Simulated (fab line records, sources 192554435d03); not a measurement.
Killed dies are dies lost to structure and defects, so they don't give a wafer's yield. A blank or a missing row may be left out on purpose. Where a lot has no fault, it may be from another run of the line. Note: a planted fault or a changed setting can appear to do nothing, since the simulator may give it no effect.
Comparing a struck lot with a sound one    flow n5-finfet    38 steps out of a route of 1938
Sound: these wafers, L259.1, L259.2, L259.4. The struck wafers were L248.4, L248.5, L248.6. The cause is named last.
For every step that has rows: the tool of each side, followed by ch and its chambers, followed by its first start. Under that, the readings that differ: sound wafers    struck wafers    difference of the means    sigmas: that difference in standard deviations of wafers without a fault.
alike: same words and numbers on both sides, and readings whose means sit less than 2 such deviations apart. not compared: any withheld reading, any reading some wafer has no value for, any bound like >300 that may hide the same value, and any number with overlapping values for which the record gives no deviation.
The two part at a step that has a row with sigmas, a row that says differs or no value, or rows on one side only. Numbers that have no deviation but don't overlap get no sigmas and don't part them. A reading missing from all wafers of one side parts the sides only when that side holds two or more wafers.

first, 9 steps without rows for these wafers: N5_PMOS_HMC_CHANNEL_EPI_PRECLEAN_40 (cleans in DHF, time 30 s); N5_PMOS_HMC_CHANNEL_EPI_PRECLEAN_37 (cleans in O3/DIW, time 45 s); N5_PMOS_HMC_CHANNEL_EPI_PRECLEAN_24 (cleans in DHF, time 30 s); N5_PMOS_HMC_CHANNEL_EPI_SRD_25 (time 30 s); N5_PMOS_HMC_CHANNEL_EPI_EPI_26 (deposits Si from SiH4/H2, target thk 3.8 nm, time 22.7 s); N5_FIN_SAQP_PRECLEAN_42 (cleans in O3/DIW, time 60 s); N5_FIN_SAQP_PRECLEAN_00 (cleans in SC1, time 60 s); N5_FIN_SAQP_PRECLEAN_44 (cleans in SC2, time 45 s); N5_FIN_SAQP_SRD_01 (time 30 s).
N5_FIN_SAQP_ALD_61: deposits SiO2, target thk 4 nm, pulse time 1 s, purge time 2 s.
  sound on ald-sin-04 ch 0,2,3, day 7 09:11; struck on ald-sin-01 ch 0,1,2, day 4 15:02
reading                                    sound                 struck                difference  sigmas
susceptor-temp-C (C)                       300.16 299.85 299.99  263.26 263.28 263.19  -36.76      -99 or more
model.SiO2_of_FIN_SAQP_ALD_61.thk-nm (nm)  4.001 3.978 3.99      4.545 4.527 4.577     +0.560      
  alike: heater-power-w, precursor-pulse-height-rel
then, 24 steps without rows for these wafers: N5_FIN_SAQP_DENSIFY_62 (time 60 s); N5_FIN_SAQP_HM_DEP_03 (deposits SiNx from SiH4/NH3/N2, target thk 38 nm, time 33.6 s); N5_FIN_SAQP_PECVD_47 (deposits a-Si from SiH4/He, target thk 45 nm, time 36.3 s); N5_FIN_SAQP_PECVD_48 (deposits SiNx from SiH4/NH3/N2, target thk 25 nm, time 22.1 s); N5_FIN_SAQP_PECVD_06 (deposits a-Si from SiH4/He, target thk 60 nm, time 48.1 s); N5_FIN_SAQP_HM_DEP_72 (deposits SiO2 from SiH4/N2O, target thk 12 nm, time 7.2 s); N5_FIN_SAQP_COAT_49 (time 60 s, resist thk 100 nm); N5_FIN_SAQP_COAT_50 (time 60 s, resist thk 35 nm); N5_FIN_SAQP_COAT_10 (resist thk 90 nm); N5_FIN_SAQP_EBR_12; N5_FIN_SAQP_SOFTBAKE_11 (time 60 s); N5_FIN_SAQP_EXPOSE_13 (exposes mask FIN CORE, target cd 35.6 nm); N5_FIN_SAQP_PEB_14 (peb time 60 s); N5_FIN_SAQP_DEVELOP_15 (develop time 30 s); N5_FIN_SAQP_DESCUM_21 (chemistry O2, time 7.9 s); N5_FIN_SAQP_ETCH_51 (etches SiARC in CF4, target depth 45.5 nm, time 75.8 s); N5_FIN_SAQP_ETCH_52 (etches SOC in N2/H2, target depth 100 nm, overetch 20 nm, time 150 s); N5_FIN_SAQP_STRIP_53 (strips in N2/H2); N5_FIN_SAQP_HM_OPEN_73 (chemistry CHF3/O2, target SiO2, stops on a-Si, target depth 12 nm, time 16.8 s); N5_FIN_SAQP_STRIP_74 (strips in CHF3/O2); N5_FIN_SAQP_MANDREL_ETCH_22 (etches a-Si in HBr/Cl2, stops on SiNx, target depth 60 nm, bt time 10 s, time 30 s); N5_FIN_SAQP_STRIP_55 (strips in N2/H2); N5_FIN_SAQP_STRIP_23 (strips in SPM, time 750 s); N5_FIN_SAQP_SRD_66 (time 30 s).
N5_FIN_CUT_CUT_ETCH_27: etches SiO2 in CHF3/O2, target depth 4 nm, overetch 2 nm, time 4.9 s.
  sound on rie-diel-06 ch 0,1,3, day 7 15:49; struck on rie-diel-03 ch 0,1, day 4 22:38
reading                   sound              struck             difference  sigmas
throttle-valve-pct (%)    18.73 18.92 18.59  19.25 19.26 19.01  +0.43       +2
model.etch.depth-nm (nm)  4.001 3.978 3.99   4.545 4.527 4.577  +0.560      
  alike: chamber-pressure-mTorr, drypump-motor-current-A, oes_f_703_au, oes-product-au, rf-vpp-V, showerhead-plenum-p-Torr
  not compared: rf-hours-counter-h
N5_STI_FIN_REVEAL_STRIP_16: strips SiNx in H3PO4, target depth 23.8 nm.
  sound on wet-bench-03 ch 0,5,7, day 7 23:47; struck on wet-bench-03 ch 1,4,6, day 5 08:13
reading                                    sound        struck       difference  sigmas
model.SiO2_of_FIN_SAQP_ALD_61.thk-nm (nm)  3.8 3.8 3.8  4.2 4.2 4.4  +0.5        
-- a jump in the record: the struck wafers' starts before and after are 6 days apart (it breaks off in module STI_FIN_REVEAL and resumes in module BEOL_M4, where the first step shown is number 1111 of the route) --
N5_BEOL_M4_RC_MEAS_101:
  sound on prober-01 ch 0, day 13 20:20; struck on prober-02 ch 0, day 11 12:21
  alike: DIBL_N, DIBL_P, IOFF_N, IOFF_P, ION_N, ION_P, SS_N, SS_P, VT_N, VT_P
-- the record jumps here: 4 days lie between the struck wafers' starts before and after (it left off in module BEOL_M4 and takes up again in module PASSIVATION, whose first step shown is number 1936 of the route) --
N5_PASSIVATION_PROBE_49:
  the record has rows for the struck wafers here (prober-01, day 15 12:02) and none for the sound ones

## WHERE THEY PART
Last at N5_PASSIVATION_PROBE_49 as far as this record goes, first at N5_FIN_SAQP_ALD_61.

WHY: what had been put in by the simulator
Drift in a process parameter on ald-sin-01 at N5_FIN_SAQP_ALD_61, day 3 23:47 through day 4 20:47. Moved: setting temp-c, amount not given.
